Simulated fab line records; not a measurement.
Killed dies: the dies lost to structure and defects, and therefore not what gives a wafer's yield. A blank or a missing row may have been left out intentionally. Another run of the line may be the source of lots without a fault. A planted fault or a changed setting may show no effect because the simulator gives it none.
The same fault as seen by 3 desks || flow nandHarc || only its own numbers are on each desk; what lay behind them is given at the end

== TOOL OWNER'S DESK, rieDiel-07 ==
The tool's own readings at NHARC_P_M0_ETCH_15 (etches the open film in C4F8/Ar, target depth 150 nm, overetch 15 nm, time 82.5 s): means of the sampled wafers that have a number, for each lot that ran on this tool. The brackets show how far a lot's mean lies from the usual mean; more than 4 standard deviations puts the lot out of limits, marked OUT.
Columns: A = oesProductAu at NHARC_P_M0_ETCH_15, usual 0.945 a.u.; B = rfFwdPowerW at NHARC_P_M0_ETCH_15, usual 595.3 W; C = rfVppV at NHARC_P_M0_ETCH_15, usual 441.2 V
{"lot": "L592", "first seen here": "day 6 06:52", "A": 0.964, "B": 595.4, "C": 439.2}
{"lot": "L602", "first seen here": "day 9 00:45", "A": 0.913, "B": 594.6, "C": 440.5}
{"lot": "L608", "first seen here": "day 10 08:35", "A": 0.896, "B": 597.1, "C": 439.3}
This desk's finding: nothing out of limits on any of the 3 lots.

== THE METROLOGY DESK ==
What the gauges read, lot by lot, whatever tool the lot ran on: means of the sampled wafers that have a number. The brackets show how far a lot's mean lies from the usual mean; more than 4 standard deviations puts the lot out of limits, marked OUT.
Columns: A = cdNm at NHARC_P_M0_CD_MEAS_09, usual 89.8 nm; B = overlayXNm at NHARC_P_M0_OVL_MEAS_10, usual 0.0 nm; C = overlayYNm at NHARC_P_M0_OVL_MEAS_10, usual -0.2 nm; D = cdNm at NHARC_P_M0_CD_MEAS_16, usual 89.5 nm
{"lot": "L592", "first seen here": "day 6 06:31", "A": 89.6, "B": -0.7, "C": -0.3, "D": 88.6}
{"lot": "L602", "first seen here": "day 9 00:23", "A": 90.6, "B": -0.0, "C": -0.1, "D": 90.1}
{"lot": "L608", "first seen here": "day 10 08:07", "A": 89.6, "B": 0.2, "C": 0.6, "D": 89.1}
{"lot": "L611", "first seen here": "day 10 12:22", "A": 90.1, "B": 0.3, "C": -1.0, "D": 89.6}
{"lot": "L613", "first seen here": "day 10 23:47", "A": 89.7, "B": 1.7, "C": -0.3, "D": 88.7}
This desk's finding: nothing out of limits on any of the 5 lots.

== THE DEFECT DESK ==
Counts from the inspections along the route, per lot, as means over the sampled wafers that have a number. The brackets show how far a lot's mean lies from the usual mean; more than 4 standard deviations puts the lot out of limits, marked OUT.
Columns: A = rawDefectCount at NHARC_P_M0_INSPECT_11, usual 3.9
{"lot": "L592", "first seen here": "day 6 06:38", "A": 4.3}
{"lot": "L602", "first seen here": "day 9 00:31", "A": 3.0}
{"lot": "L608", "first seen here": "day 10 08:14", "A": 2.7}
{"lot": "L611", "first seen here": "day 10 12:29", "A": 5.7}
{"lot": "L613", "first seen here": "day 10 23:54", "A": 3.7}
This desk's finding: nothing out of limits on any of the 5 lots.

== TAKEN TOGETHER ==
The tool owner's desk saw nothing out of limits.
From the metrology desk's view, nothing was out of limits.
The defect desk saw nothing out of limits.

== WHAT THE SIMULATOR HAD PUT IN ==
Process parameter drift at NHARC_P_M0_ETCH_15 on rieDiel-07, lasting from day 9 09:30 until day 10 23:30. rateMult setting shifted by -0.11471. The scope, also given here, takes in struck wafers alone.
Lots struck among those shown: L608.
